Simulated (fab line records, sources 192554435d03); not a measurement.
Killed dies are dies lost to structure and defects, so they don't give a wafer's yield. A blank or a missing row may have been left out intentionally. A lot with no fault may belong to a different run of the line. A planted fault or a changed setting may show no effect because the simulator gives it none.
What tool caused it? || flow n5 finfet || 10 lots with 30 wafers sampled at 4 steps, on a route of 1938 steps

== WHAT THE GAUGES READ, wafer by wafer ==
N5_PASSIVATION_OVL_MEAS_63.
{"lot": "L350", "measured": "day 11 19:34", "on": "overlay-01", "PAD_OVL (nm)": "2 2 0"}
{"lot": "L353", "measured": "day 13 05:31", "on": "overlay-01", "PAD_OVL (nm)": "-4 -4 -1"}
{"lot": "L356", "measured": "day 13 06:55", "on": "overlay-01", "PAD_OVL (nm)": "3 4 6"}
{"lot": "L354", "measured": "day 13 22:55", "on": "overlay-01", "PAD_OVL (nm)": "-10 -8 -7"}
{"lot": "L357", "measured": "day 14 10:19", "on": "overlay-01", "PAD_OVL (nm)": "0 -1 -8"}
{"lot": "L358", "measured": "day 14 15:32", "on": "overlay-01", "PAD_OVL (nm)": "7 4 4"}
{"lot": "L364", "measured": "day 16 08:14", "on": "overlay-01", "PAD_OVL (nm)": "3 2 7"}
{"lot": "L365", "measured": "day 16 09:29", "on": "overlay-02", "PAD_OVL (nm)": "583 576 576"}
{"lot": "L367", "measured": "day 17 00:32", "on": "overlay-01", "PAD_OVL (nm)": "571 575 573"}
{"lot": "L372", "measured": "day 18 13:37", "on": "overlay-01", "PAD_OVL (nm)": "5 3 5"}

== WHAT TOOL EACH LOT RAN ON (gives the tool, then ch and the chambers of the sampled wafers, and finally the start) ==
{"lot": "L350", "N5_MIM_BOT_LITHO_DESCUM_10": "rie diel-01 ch 2,3, day 11 14:58", "N5_MIM_BOT_ETCH_ETCH_03": "rie metal-02 ch 0,1, day 11 15:07", "N5_PASSIVATION_EXPOSE_27": "krf scanner-02 ch 0, day 11 19:22"}
{"lot": "L353", "N5_MIM_BOT_LITHO_DESCUM_10": "rie diel-01 ch 0,1,3, day 12 21:55", "N5_MIM_BOT_ETCH_ETCH_03": "rie metal-02 ch 1, day 12 22:05", "N5_PASSIVATION_EXPOSE_27": "krf scanner-02 ch 0, day 13 05:19"}
{"lot": "L356", "N5_MIM_BOT_LITHO_DESCUM_10": "rie diel-01 ch 0,1,3, day 13 02:22", "N5_MIM_BOT_ETCH_ETCH_03": "rie metal-02 ch 0,1, day 13 02:32", "N5_PASSIVATION_EXPOSE_27": "krf scanner-02 ch 0, day 13 06:43"}
{"lot": "L354", "N5_MIM_BOT_LITHO_DESCUM_10": "rie diel-06 ch 0,1,2, day 13 19:54", "N5_MIM_BOT_ETCH_ETCH_03": "rie metal-02 ch 0,1, day 13 20:03", "N5_PASSIVATION_EXPOSE_27": "krf scanner-02 ch 0, day 13 22:43"}
{"lot": "L357", "N5_MIM_BOT_LITHO_DESCUM_10": "rie diel-06 ch 0,1,2, day 14 06:23", "N5_MIM_BOT_ETCH_ETCH_03": "rie metal-02 ch 0,1, day 14 06:34", "N5_PASSIVATION_EXPOSE_27": "krf scanner-01 ch 0, day 14 10:07"}
{"lot": "L358", "N5_MIM_BOT_LITHO_DESCUM_10": "rie diel-01 ch 1,2,3, day 14 11:32", "N5_MIM_BOT_ETCH_ETCH_03": "rie metal-02 ch 0,1, day 14 11:41", "N5_PASSIVATION_EXPOSE_27": "krf scanner-01 ch 0, day 14 15:19"}
{"lot": "L364", "N5_MIM_BOT_LITHO_DESCUM_10": "rie diel-06 ch 0,3, day 15 23:44", "N5_MIM_BOT_ETCH_ETCH_03": "rie metal-03 ch 0,1, day 15 23:53", "N5_PASSIVATION_EXPOSE_27": "krf scanner-02 ch 0, day 16 08:01"}
{"lot": "L365", "N5_MIM_BOT_LITHO_DESCUM_10": "rie diel-02 ch 0,1,2, day 16 00:26", "N5_MIM_BOT_ETCH_ETCH_03": "rie metal-01 ch 0,1, day 16 00:37", "N5_PASSIVATION_EXPOSE_27": "krf scanner-01 ch 0, day 16 09:17"}
{"lot": "L367", "N5_MIM_BOT_LITHO_DESCUM_10": "rie diel-02 ch 0,1, day 16 16:49", "N5_MIM_BOT_ETCH_ETCH_03": "rie metal-03 ch 0,1, day 16 16:58", "N5_PASSIVATION_EXPOSE_27": "krf scanner-01 ch 0, day 17 00:20"}
{"lot": "L372", "N5_MIM_BOT_LITHO_DESCUM_10": "rie diel-01 ch 1,3, day 18 09:46", "N5_MIM_BOT_ETCH_ETCH_03": "rie metal-03 ch 0,1, day 18 09:55", "N5_PASSIVATION_EXPOSE_27": "krf scanner-02 ch 0, day 18 13:24"}
- N5_MIM_BOT_LITHO_DESCUM_10: chemistry O2, time 7.9 s.
- N5_MIM_BOT_ETCH_ETCH_03: etches the open film in Cl2/BCl3, target depth 12 nm.
- N5_PASSIVATION_EXPOSE_27: exposes mask PAD, defocus 0 nm.

== THE ANSWER, worked out from the rows above alone ==
Rule: what is usual is taken from the lots themselves. The widest of any qualifying gaps counts: lots, ordered by their means at a reading, are off when they make up no more than a third of the lots, leave a main group of 4 or more, and stand apart from it by 3 or more times the standard deviation of that group's means. A main group is skipped when, at the precision printed for the reading in the tables above, its means are all equal. Also off: a lot with no number at a reading for which 4 or more lots have one. Where the step has rows for the other lots, those lots are counted as sound.
Off: at N5_PASSIVATION_OVL_MEAS_63 (PAD_OVL), L365, L367. Mean 1 nm and standard deviation 4.5 in the main group.
If a tool, at a process step before that reading, ran all the lots that are off and no sound lot after the first of them, it fits. Those tools and the gauges at N5_PASSIVATION_OVL_MEAS_63 are tried in the same way. This does not decide it: 2 tools fit, namely rie diel-02 at N5_MIM_BOT_LITHO_DESCUM_10 and krf scanner-01 at N5_PASSIVATION_EXPOSE_27.

== WHAT THE SIMULATOR HAD INSERTED ==
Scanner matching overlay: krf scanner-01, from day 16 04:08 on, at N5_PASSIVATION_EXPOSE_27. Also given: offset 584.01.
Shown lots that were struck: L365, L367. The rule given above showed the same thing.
